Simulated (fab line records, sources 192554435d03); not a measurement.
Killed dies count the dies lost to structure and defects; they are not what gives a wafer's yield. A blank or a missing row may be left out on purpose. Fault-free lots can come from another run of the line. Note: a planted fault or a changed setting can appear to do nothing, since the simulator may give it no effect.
fab line records	flow n5Finfet	part 1 of 2: steps 1 to 4 of 6
record: lots: 23	wafers: 69	lastDay: 17
route steps=1938 shown GATE_CUT@506 MOL_CONTACT_COAG@529
lots that met no fault: taken from a fault-free run of the same line
startH: start of the lot's first displayed wafer, in hours after the record's first day	waitH: time in hours since the lot's previous step	" identical to the entry in the row above	L1.1+2: one row covering several wafers at once	- either no value or no given start	* or withheld: withheld	< > ~ a bound
route shown NAME@n: NAME is a module with steps in the file, n the number in the route of the first one	usual: the fault-free wafers' mean and standard deviation	same: alike in all rows	chamber/n: place in a boat	sites: the reading at each site	_std_site: standard deviation across them	_edge_site: mean of outer sites minus mean of inner sites	radiusMm: how far each site lies from the wafer's centre	mask NAME#n: copy n	behind: the tool/chamber that last shaped the wafer	hold: reason for holding the lot/hours on hold/outcome of the hold	device: which transistor (n, p or np) failed to switch	end of line: the same wafers' tests at the end of the route	a step without rows: its recipe alone	killed: the dies lost at the first sort to structure and to defects; this is not the yield of the wafer	map: dies across one wafer; x = killed, . = not, _ = none there
set.NAME: the setting as run; set.NAME@STEP: as run at that earlier step	model.NAME: the simulator's own value behind a step, which no gauge read
the route's steps for a sample of lots (tables are steps, rows are wafers)
services: when a tool's chamber went out of use (startH, in hours from the record's first day, below 0 if earlier), for how many hours, and the reason
== steps ==
step: N5_GATE_CUT_VAPOR_ETCH_51
recipe: chemistry: BCl3/Cl2	target: HfO2	mode: isotropic
usual: drypumpMotorCurrentA: 5.80/0.24	oesProductAu: 0.81/0.056
lot.wafer	tool	chamber	startH	waitH	drypumpMotorCurrentA	oesProductAu
L075.2	rieMetal-03	1	90.86	0.0	5.82	0.83
L075.5	"	1	"	"	5.81	0.83
L075.6	"	0	"	"	5.80	0.77
L076.3	rieMetal-02	1	96.61	0.1	5.93	0.84
L076.4	"	1	"	"	5.87	0.85
L076.6	"	1	"	"	5.88	0.84
L077.2	rieMetal-03	0	105.48	0.0	5.79	0.76
L077.4	"	0	"	"	5.75	0.77
L077.6	"	1	"	"	5.84	0.83
L074.1	rieMetal-02	1	106.90	0.0	5.86	0.86
L074.3	"	0	"	"	6.04	0.97
L074.5	"	1	"	"	5.87	0.84
L078.4	rieMetal-03	0	111.31	0.0	5.79	0.77
L078.5	"	1	"	"	5.83	0.83
L078.6	"	0	"	"	5.81	0.77
L079.1	rieMetal-03	0	114.55	0.0	5.77	0.77
L079.3	"	1	"	"	5.83	0.82
L079.5	"	0	"	"	5.76	0.78
L080.2	rieMetal-03	0	121.44	0.0	5.78	0.77
L080.3	"	1	"	"	5.81	0.83
L080.6	"	0	"	"	5.78	0.77
L081.1	rieMetal-01	0	128.19	0.0	5.97	0.80
L081.4	"	1	"	"	5.28	0.73
L081.5	"	0	"	"	5.98	0.80
L082.2	rieMetal-01	0	139.01	0.0	5.95	0.79
L082.4	"	1	"	"	5.23	0.73
L082.5	"	1	"	"	5.26	0.73
L083.1	rieMetal-01	1	144.78	0.0	5.27	0.72
L083.3	"	0	"	"	5.95	0.79
L083.4	"	1	"	"	5.23	0.73
L084.1	rieMetal-03	0	149.38	0.0	5.80	0.76
L084.2	"	1	"	"	5.83	0.81
L084.4	"	1	"	"	5.82	0.80
L085.2	rieMetal-02	0	155.30	0.0	5.98	0.90
L085.3	"	0	"	"	6.02	0.90
L085.6	"	1	"	"	5.91	0.82
L087.1	rieMetal-02	0	168.46	0.0	6.00	0.89
L087.5	"	0	"	"	6.00	0.90
L087.6	"	1	"	"	5.88	0.81
L088.4	rieMetal-01	1	172.19	0.0	5.21	0.72
L088.5	"	1	"	"	5.22	0.72
L088.6	"	0	"	"	5.99	0.79
L089.2	rieMetal-02	0	175.69	0.0	6.01	0.89
L089.5	"	1	"	"	5.89	0.80
L089.6	"	0	"	"	6.02	0.89
L090.2	rieMetal-02	0	184.06	0.0	5.99	0.88
L090.3	"	1	"	"	5.87	0.80
L090.5	"	1	"	"	5.88	0.80
L091.2	rieMetal-01	1	189.45	0.0	5.24	0.72
L091.5	"	1	"	"	5.22	0.73
L091.6	"	0	"	"	5.96	0.78
L092.2	rieMetal-02	1	192.32	0.0	5.89	0.79
L092.4	"	1	"	"	5.87	0.80
L092.5	"	0	"	"	6.01	0.86
L093.2	rieMetal-01	1	199.45	0.0	5.23	0.70
L093.3	"	0	"	"	5.95	0.77
L093.6	"	0	"	"	5.93	0.77
L094.2	rieMetal-01	1	204.82	0.0	5.26	0.71
L094.3	"	0	"	"	5.96	0.78
L094.5	"	1	"	"	5.27	0.71
L095.2	rieMetal-03	0	212.13	0.0	5.83	0.76
L095.4	"	1	"	"	5.82	0.80
L095.5	"	1	"	"	5.83	0.81
L096.1	rieMetal-02	1	215.94	0.0	5.87	0.81
L096.4	"	1	"	"	5.88	0.81
L096.6	"	1	"	"	5.86	0.80
L097.3	rieMetal-02	0	222.67	0.0	6.01	0.86
L097.4	"	1	"	"	5.88	0.81
L097.6	"	0	"	"	5.98	0.86
step: N5_GATE_CUT_THK_MEAS_24
recipe: reads: SiO2_of_GATE_CUT_HM_DEP_46+SiO2_flowable_of_ILD0_FCVD_FILL_01
usual: GC_FILL_THK: 219.8/2
lot.wafer	tool	chamber	startH	waitH	GC_FILL_THK[nm]
L075.2	filmMetro-02	-	92.85	-	218.9
L075.5	"	-	"	"	219.0
L075.6	"	-	"	"	220.3
L076.3	filmMetro-02	-	98.61	-	215.0
L076.4	"	-	"	"	220.0
L076.6	"	-	"	"	217.4
L077.2	filmMetro-02	-	109.20	-	218.7
L077.4	"	-	"	"	221.3
L077.6	"	-	"	"	222.5
L074.1	filmMetro-01	-	110.66	-	216.2
L074.3	"	-	"	"	216.9
L074.5	"	-	"	"	219.6
L078.4	filmMetro-02	-	113.36	-	220.2
L078.5	"	-	"	"	220.2
L078.6	"	-	"	"	221.5
L079.1	filmMetro-02	-	116.55	-	218.3
L079.3	"	-	"	"	218.0
L079.5	"	-	"	"	217.5
L080.2	filmMetro-02	-	123.75	-	220.4
L080.3	"	-	"	"	220.4
L080.6	"	-	"	"	220.5
L081.1	filmMetro-02	-	130.17	-	218.3
L081.4	"	-	"	"	222.0
L081.5	"	-	"	"	219.5
L082.2	filmMetro-01	-	141.29	-	215.2
L082.4	"	-	"	"	219.1
L082.5	"	-	"	"	221.6
L083.1	filmMetro-01	-	146.77	-	218.8
L083.3	"	-	"	"	218.7
L083.4	"	-	"	"	221.5
L084.1	filmMetro-01	-	151.38	-	219.3
L084.2	"	-	"	"	220.3
L084.4	"	-	"	"	218.4
L085.2	filmMetro-01	-	157.28	-	216.7
L085.3	"	-	"	"	220.6
L085.6	"	-	"	"	221.6
L087.1	filmMetro-01	-	170.90	-	218.7
L087.5	"	-	"	"	219.5
L087.6	"	-	"	"	219.4
L088.4	filmMetro-01	-	174.59	-	223.0
L088.5	"	-	"	"	220.3
L088.6	"	-	"	"	223.5
L089.2	filmMetro-01	-	177.68	-	220.5
L089.5	"	-	"	"	221.4
L089.6	"	-	"	"	221.0
L090.2	filmMetro-02	-	186.05	-	217.5
L090.3	"	-	"	"	220.0
L090.5	"	-	"	"	221.1
L091.2	filmMetro-01	-	191.48	-	215.7
L091.5	"	-	"	"	219.1
L091.6	"	-	"	"	218.8
L092.2	filmMetro-01	-	194.30	-	221.5
L092.4	"	-	"	"	223.1
L092.5	"	-	"	"	219.2
L093.2	filmMetro-02	-	201.45	-	218.6
L093.3	"	-	"	"	220.1
L093.6	"	-	"	"	223.9
L094.2	filmMetro-02	-	206.86	-	221.0
L094.3	"	-	"	"	220.4
L094.5	"	-	"	"	221.0
L095.2	filmMetro-02	-	214.12	-	217.5
L095.4	"	-	"	"	223.2
L095.5	"	-	"	"	221.9
L096.1	filmMetro-01	-	217.94	-	216.8
L096.4	"	-	"	"	220.3
L096.6	"	-	"	"	219.4
L097.3	filmMetro-02	-	224.66	-	219.6
L097.4	"	-	"	"	218.9
L097.6	"	-	"	"	223.4
step: N5_MOL_CONTACT_COAG_DESCUM_13
recipe: chemistry: O2	timeS: 7	sourcePowerW: 50	biasPowerW: 20	pressureMtorr: 20	rfFrequencyHz: 2.712e+07	tempC: 40	resist: CAR-EUV	o2FlowSccm: 225
usual: drypumpMotorCurrentA: 5.6/0.48	oesProductAu: 0.82/0.11	rfFwdPowerW: 49.32/0.23	rfVppV: 243.2/1.2	showerheadPlenumPTorr: 2.10/0.053	throttleValvePct: 20.51/0.23
lot.wafer	tool	chamber	startH	waitH	drypumpMotorCurrentA	oesProductAu	rfFwdPowerW	rfHoursCounterH	rfVppV	showerheadPlenumPTorr	throttleValvePct
L075.2	rieDiel-03	2	94.14	0.0	5.8	0.97	49.29	2	243.2	2.17	20.34
L075.5	"	2	"	"	5.8	0.99	49.46	-	242.7	2.17	20.35
L075.6	"	1	"	"	5.9	0.68	49.45	-	242.1	2.07	20.81
L076.3	rieDiel-06	1	99.77	0.0	5.9	0.70	49.59	200	242.3	2.07	20.72
L076.4	"	0	"	"	5.2	0.93	49.16	10	246.1	2.13	20.02
L076.6	"	1	"	"	5.9	0.69	49.75	-	241.9	2.07	20.73
L077.2	rieDiel-05	0	110.61	0.2	5.9	0.93	49.23	20	243.3	2.03	20.32
L077.4	"	2	"	"	4.8	0.76	49.33	139	242.0	2.03	20.63
L077.6	"	2	"	"	4.8	0.76	49.26	-	242.8	2.03	20.62
L074.1	rieDiel-06	0	111.83	0.0	5.3	0.94	49.04	11	242.8	2.13	20.02
L074.3	"	3	"	"	4.9	0.71	49.55	183	245.4	2.19	20.77
L074.5	"	0	"	"	5.3	0.93	49.28	-	244.4	2.13	20.01
L078.4	rieDiel-06	3	114.64	0.0	4.8	0.71	49.66	184	243.8	2.19	20.80
L078.5	"	3	"	"	4.8	0.71	49.26	-	244.7	2.19	20.77
L078.6	"	0	"	"	5.2	0.93	49.16	-	245.8	2.13	20.03
L079.1	rieDiel-03	3	117.84	0.0	5.5	0.72	49.17	214	244.8	2.17	20.75
L079.3	"	3	"	"	5.5	0.72	49.12	-	244.0	2.17	20.74
L079.5	"	3	"	"	5.5	0.73	49.33	-	244.1	2.17	20.75
L080.2	rieDiel-05	1	125.03	0.0	5.1	0.88	49.73	13	243.3	2.14	20.25
L080.3	"	2	"	"	4.8	0.75	49.17	145	241.3	2.03	20.62
L080.6	"	1	"	"	5.1	0.90	49.45	-	242.8	2.14	20.26
L081.1	rieDiel-05	1	131.54	0.0	5.1	0.89	49.31	16	244.3	2.14	20.27
L081.4	"	2	"	"	4.8	0.75	49.14	148	242.9	2.03	20.63
L081.5	"	2	"	"	4.8	0.75	48.94	-	241.7	2.03	20.64
L082.2	rieDiel-03	0	142.45	0.0	6.3	0.70	48.84	246	240.8	2.05	20.65
L082.4	"	3	"	"	5.5	0.71	49.36	-	244.3	2.16	20.77
L082.5	"	0	"	"	6.3	0.69	48.95	-	241.8	2.05	20.64
L083.1	rieDiel-03	0	148.70	0.8	6.3	0.69	48.96	250	241.7	2.05	20.65
L083.3	"	2	"	"	5.8	0.91	49.13	28	243.2	2.16	20.37
L083.4	"	3	"	"	5.5	0.70	49.33	230	245.2	2.16	20.77
L084.1	rieDiel-03	2	152.77	0.3	5.8	0.90	48.98	29	245.2	2.16	20.39
L084.2	"	3	"	"	5.5	0.70	49.19	232	245.1	2.16	20.75
L084.4	"	2	"	"	5.8	0.91	48.83	-	245.4	2.16	20.38
L085.2	rieDiel-06	3	158.57	0.0	4.8	0.70	49.45	199	244.0	2.18	20.80
L085.3	"	0	"	"	5.2	0.90	48.78	25	243.9	2.13	20.03
L085.6	"	0	"	"	5.2	0.90	48.68	-	244.7	2.13	20.04
L087.1	rieDiel-03	1	172.19	0.0	5.9	0.94	49.20	10	242.8	2.06	20.38
L087.5	"	2	"	"	5.8	0.89	49.23	-	243.3	2.15	20.39
L087.6	"	1	"	"	5.9	0.94	49.44	-	242.8	2.06	20.38
L088.4	rieDiel-05	2	175.88	0.0	4.8	0.72	49.33	166	242.9	2.02	20.66
L088.5	"	2	"	"	4.8	0.72	49.60	-	242.6	2.02	20.67
L088.6	"	1	"	"	5.1	0.86	49.23	-	243.8	2.13	20.28
L089.2	rieDiel-03	1	179.07	0.1	5.9	0.92	49.56	14	242.3	2.06	20.37
L089.5	"	2	"	"	5.8	0.89	49.39	-	244.3	2.15	20.40
L089.6	"	1	"	"	5.9	0.92	49.46	-	243.6	2.06	20.39
L090.2	rieDiel-03	2	187.30	0.1	5.8	0.89	49.19	43	244.1	2.15	20.39
L090.3	"	0	"	"	6.3	1.00	48.95	5	241.8	2.05	20.41
L090.5	"	1	"	"	5.9	0.92	49.26	-	242.3	2.06	20.38
L091.2	rieDiel-05	0	192.67	0.1	5.9	0.88	49.61	48	240.3	2.02	20.35
L091.5	"	2	"	"	4.8	0.72	49.70	-	241.2	2.02	20.68
L091.6	"	3	"	"	6.1	0.70	49.78	-	244.7	2.09	20.70
L092.2	rieDiel-06	0	195.64	0.2	5.3	0.87	49.25	42	242.8	2.12	20.07
L092.4	"	2	"	"	4.7	0.97	49.19	2	244.5	2.07	20.53
L092.5	"	0	"	"	5.2	0.86	49.46	-	243.8	2.12	20.05
L093.2	rieDiel-05	0	202.61	0.0	5.9	0.86	49.47	51	242.8	2.02	20.35
L093.3	"	3	"	"	6.1	0.70	49.52	206	241.3	2.09	20.70
L093.6	"	0	"	"	5.9	0.86	49.68	-	243.4	2.02	20.36
L094.2	rieDiel-03	2	208.31	0.0	5.8	0.87	49.13	51	244.0	2.15	20.43
L094.3	"	0	"	"	6.3	0.98	48.98	12	243.7	2.05	20.42
L094.5	"	1	"	"	5.9	0.91	49.21	-	242.0	2.05	20.41
L095.2	rieDiel-03	1	215.35	0.1	5.9	0.90	49.47	27	242.1	2.05	20.40
L095.4	"	1	"	"	5.9	0.89	49.19	-	243.9	2.05	20.41
L095.5	"	0	"	"	6.3	0.96	48.90	-	242.7	2.05	20.42
L096.1	rieDiel-03	2	219.44	0.1	5.8	0.86	49.11	56	243.7	2.15	20.41
L096.4	"	1	"	"	5.9	0.91	49.34	-	242.8	2.05	20.41
L096.6	"	1	"	"	5.9	0.89	49.38	-	241.4	2.05	20.41
L097.3	rieDiel-03	2	226.96	1.0	5.8	0.87	49.09	60	244.0	2.15	20.43
L097.4	"	0	"	"	6.3	0.96	48.76	17	243.7	2.05	20.43
L097.6	"	2	"	"	5.8	0.86	49.08	-	242.5	2.15	20.42
step: N5_MOL_CONTACT_COAG_CD_MEAS_84
recipe: targetCdNm: 25.1	landingEnergyEv: 500	detector: seInlens	polarity: opening
usual: cdNm: 25.05/0.29
lot.wafer	tool	chamber	startH	waitH	cdNm
L075.2	cdSem-03	0	106.76	-	24.48
L075.5	"	0	"	"	24.61
L075.6	"	0	"	"	24.33
L076.3	cdSem-02	0	111.16	-	25.28
L076.4	"	0	"	"	25.02
L076.6	"	0	"	"	24.78
L077.2	cdSem-03	0	120.01	-	24.52
L077.4	"	0	"	"	24.92
L077.6	"	0	"	"	24.73
L074.1	cdSem-02	0	121.99	-	25.44
L074.3	"	0	"	"	25.32
L074.5	"	0	"	"	25.12
L078.4	cdSem-03	0	123.52	-	25.28
L078.5	"	0	"	"	25.38
L078.6	"	0	"	"	24.79
L079.1	cdSem-03	0	126.53	-	25.47
L079.3	"	0	"	"	25.20
L079.5	"	0	"	"	25.06
L080.2	cdSem-02	0	133.75	-	25.41
L080.3	"	0	"	"	25.27
L080.6	"	0	"	"	25.10
L081.1	cdSem-02	0	139.46	-	24.61
L081.4	"	0	"	"	24.82
L081.5	"	0	"	"	25.02
L082.2	cdSem-02	0	151.87	-	25.02
L082.4	"	0	"	"	24.91
L082.5	"	0	"	"	25.47
L083.1	cdSem-02	0	159.91	-	25.10
L083.3	"	0	"	"	25.09
L083.4	"	0	"	"	25.36
L084.1	cdSem-03	0	163.23	-	25.17
L084.2	"	0	"	"	25.13
L084.4	"	0	"	"	25.39
L085.2	cdSem-03	0	169.21	-	24.75
L085.3	"	0	"	"	24.94
L085.6	"	0	"	"	24.92
L087.1	cdSem-03	0	180.97	-	24.98
L087.5	"	0	"	"	25.40
L087.6	"	0	"	"	25.06
L088.4	cdSem-02	0	184.20	-	24.94
L088.5	"	0	"	"	25.31
L088.6	"	0	"	"	24.83
L089.2	cdSem-03	0	189.04	-	25.06
L089.5	"	0	"	"	25.74
L089.6	"	0	"	"	25.12
L090.2	cdSem-03	0	198.90	-	25.59
L090.3	"	0	"	"	24.91
L090.5	"	0	"	"	25.07
L091.2	cdSem-01	0	201.78	-	25.14
L091.5	"	0	"	"	24.86
L091.6	"	0	"	"	25.11
L092.2	cdSem-01	0	205.74	-	25.28
L092.4	"	0	"	"	25.09
L092.5	"	0	"	"	24.93
L093.2	cdSem-03	0	210.99	-	24.69
L093.3	"	0	"	"	24.22
L093.6	"	0	"	"	24.68
L094.2	cdSem-02	0	217.01	-	24.72
L094.3	"	0	"	"	25.12
L094.5	"	0	"	"	25.03
L095.2	cdSem-01	0	227.38	-	25.27
L095.4	"	0	"	"	25.04
L095.5	"	0	"	"	25.05
L096.1	cdSem-02	0	230.31	-	24.58
L096.4	"	0	"	"	24.48
L096.6	"	0	"	"	25.21
L097.3	cdSem-01	0	238.27	-	25.52
L097.4	"	0	"	"	25.37
L097.6	"	0	"	"	24.97
